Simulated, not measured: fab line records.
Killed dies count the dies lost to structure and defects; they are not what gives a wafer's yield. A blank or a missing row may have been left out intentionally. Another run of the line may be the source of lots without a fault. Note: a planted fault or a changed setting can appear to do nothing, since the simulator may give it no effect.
Chamber matching | flow nand harc | pecvd-01 running NHARC_A_M0_DEP_32: 3 sister chambers
The step deposits SiCN, target thk 30 nm. 3 wafers are shown with their chamber, then 11 later ones without.

## WAFERS, EACH WITH ITS CHAMBER
wafer  | chamber | heater power w (W)
L089.2 | 2       | 507
L089.5 | 1       | 671
L090.1 | 0       | 583

## WAFERS WITH NO CHAMBER GIVEN
wafer  | heater power w (W)
L090.2 | 618
L090.4 | 599
L092.1 | 557
L092.4 | 522
L092.5 | 560
L095.1 | 547
L095.2 | 598
L095.4 | 621
L094.3 | 591
L094.4 | 574
L094.6 | 500

## WHICH CHAMBER EACH WENT THROUGH
wafer  | from the rows above     | in truth
L090.2 | can't be placed: 0 or 1 | 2
L090.4 | 0                       | 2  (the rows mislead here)
L092.1 | can't be placed: 0 or 2 | 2
L092.4 | can't be placed: 2 or 0 | 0
L092.5 | can't be placed: 0 or 2 | 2
L095.1 | can't be placed: 0 or 2 | 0
L095.2 | 0                       | 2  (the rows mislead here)
L095.4 | can't be placed: 0 or 1 | 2
L094.3 | 0                       | 0
L094.4 | 0                       | 0
L094.6 | 2                       | 2
Correctly placed: 3 of 11. Unplaceable from these rows: 6, with the true chamber sitting among the candidates in 4. Number placed wrongly: 2.
How it was worked out, from the rows above alone: a wafer's distance from a chamber is the root of the sum, over the readings, of the square of ((its reading less the chamber's mean) divided by the reading's scatter). The wafer belongs to the nearest chamber; if the next one is less than 2 further off, it can't be placed. A chamber's mean is the mean of its shown wafers. The scatter: with one shown wafer a chamber, the root of the mean of the squares of how far each hidden wafer lies from its nearest shown one.
